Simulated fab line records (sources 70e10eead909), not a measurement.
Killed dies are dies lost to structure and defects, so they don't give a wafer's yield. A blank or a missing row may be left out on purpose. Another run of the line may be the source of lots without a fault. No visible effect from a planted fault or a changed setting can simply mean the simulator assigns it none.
Which tool is to blame? ; flow nandHarc ; Sampling: 24 lots, 72 wafers, 2 of 1159 route steps

WHAT THE GAUGES SHOWED, per wafer
NHARC_A_ONON_D1_THK_MEAS_08: measures by ellipsometry.
lot;measured;on;thkNm (nm)
L074;day 7 14:44;filmMetro-02;1004 1004 1002
L076;day 7 20:22;filmMetro-02;984 985 986
L075;day 7 20:23;filmMetro-02;1004 1004 1004
L077;day 8 17:00;filmMetro-01;1005 1008 1008
L078;day 8 17:00;filmMetro-02;1000 1001 1002
L079;day 8 22:28;filmMetro-02;987 987 988
L080;day 8 22:29;filmMetro-01;983 981 983
L081;day 9 09:11;filmMetro-02;1002 1001 1001
L084;day 9 15:42;filmMetro-01;984 982 982
L082;day 9 15:43;filmMetro-02;1009 1009 1008
L083;day 9 20:25;filmMetro-02;993 992 991
L088;day 11 00:52;filmMetro-02;997 997 997
L085;day 11 00:53;filmMetro-01;998 1001 999
L086;day 11 08:37;filmMetro-02;992 992 991
L089;day 11 16:38;filmMetro-01;989 990 989
L090;day 11 16:47;filmMetro-02;991 993 991
L087;day 11 17:00;filmMetro-02;997 997 998
L091;day 11 21:10;filmMetro-02;999 998 1001
L092;day 12 05:11;filmMetro-01;1005 1005 1005
L095;day 12 10:08;filmMetro-01;1010 1011 1012
L093;day 12 10:10;filmMetro-02;1014 1015 1014
L094;day 12 13:47;filmMetro-01;1003 1001 1002
L096;day 13 04:35;filmMetro-01;1005 1004 1006
L097;day 13 15:04;filmMetro-02;1002 999 1000

NHARC_A_CHANNEL_HOLE_D1_OVL_MEAS_11.
lot;measured;on;overlayXNm (nm);overlayYNm (nm)
L074;day 8 07:28;overlay-02;-1.3 -1.3 -0.8;-1.1 -1.1 0.1
L076;day 8 12:12;overlay-02;-1.4 -1.3 -1.2;0.0 -0.8 -0.1
L075;day 8 14:13;overlay-02;0.4 0.6 0.2;0.0 0.2 0.0
L077;day 9 07:46;overlay-01;-0.9 -0.5 -0.9;-0.4 -0.3 -0.2
L078;day 9 07:36;overlay-02;-0.8 -0.6 -0.7;1.2 1.1 1.4
L079;day 9 12:10;overlay-01;0.8 0.7 1.2;0.0 0.1 0.3
L080;day 9 12:19;overlay-02;0.1 -0.9 -0.4;1.5 1.2 1.1
L081;day 9 23:02;overlay-02;1.2 0.7 0.4;-0.2 -0.2 0.3
L084;day 10 12:20;overlay-01;0.0 -0.3 0.1;0.2 -0.2 0.1
L082;day 10 12:10;overlay-01;-0.1 0.5 0.0;0.1 0.8 0.5
L083;day 10 10:26;overlay-01;1.5 1.0 1.7;0.3 -0.4 -0.1
L088;day 11 16:37;overlay-02;1.0 1.2 0.7;0.9 0.7 0.7
L085;day 11 16:10;overlay-01;0.3 0.2 0.3;1.0 1.0 0.5
L086;day 12 00:06;overlay-01;0.9 1.1 1.1;0.9 0.2 0.9
L089;day 12 07:10;overlay-02;0.0 0.3 0.2;-0.6 -0.4 -0.4
L090;day 12 06:49;overlay-02;0.6 0.3 -0.1;2.3 2.0 1.5
L087;day 12 07:19;overlay-01;0.7 0.6 0.9;0.8 0.7 0.6
L091;day 12 11:35;overlay-02;0.0 -0.2 -0.5;0.2 0.4 0.3
L092;day 12 22:01;overlay-01;0.8 0.2 0.4;0.3 0.4 0.6
L095;day 12 23:32;overlay-02;-0.8 -1.1 -0.8;-0.8 -0.3 -1.0
L093;day 12 23:14;overlay-01;0.0 -1.0 0.2;-0.7 -0.4 -1.1
L094;day 13 04:35;overlay-01;1.3 1.6 1.4;0.1 0.0 -0.2
L096;day 13 22:08;overlay-02;0.0 0.3 -0.5;-0.8 -1.2 -1.2
L097;day 14 05:31;overlay-01;0.0 -0.3 0.1;1.3 1.0 1.6

EACH LOT AND THE TOOL THAT RAN IT (in order: tool; ch and the chambers of the sampled wafers; start)
Record: no process step prior to these readings.

AS READ BY THE TOOLS THEMSELVES (means over the sampled wafers that have a number; for cases with no such wafer, the mark the record gives instead)
The record holds no such reading with a usual standard deviation.

THE ANSWER, worked out from the rows above alone
Rule: the lots themselves supply what counts as usual. The widest of any qualifying gaps counts: lots, ordered by their means at a reading, are off when they make up no more than a third of the lots, leave a main group of 4 or more, and stand apart from it by 3 or more times the standard deviation of that group's means. Not used: any main group whose means are identical at the precision the tables above print for the reading. Also off: a lot with no number at a reading for which 4 or more lots have one. All remaining lots with rows at the step are treated as sound. First the gauges in route order, then the tools' own readings, where a lot's mean is used as printed above. At the first step where some lot is off, the reading lying furthest off is the one used; lots without a number count as furthest.
No lot is off at any reading shown: from this, nothing can be told.

WHAT THE SIMULATOR HAD PUT IN
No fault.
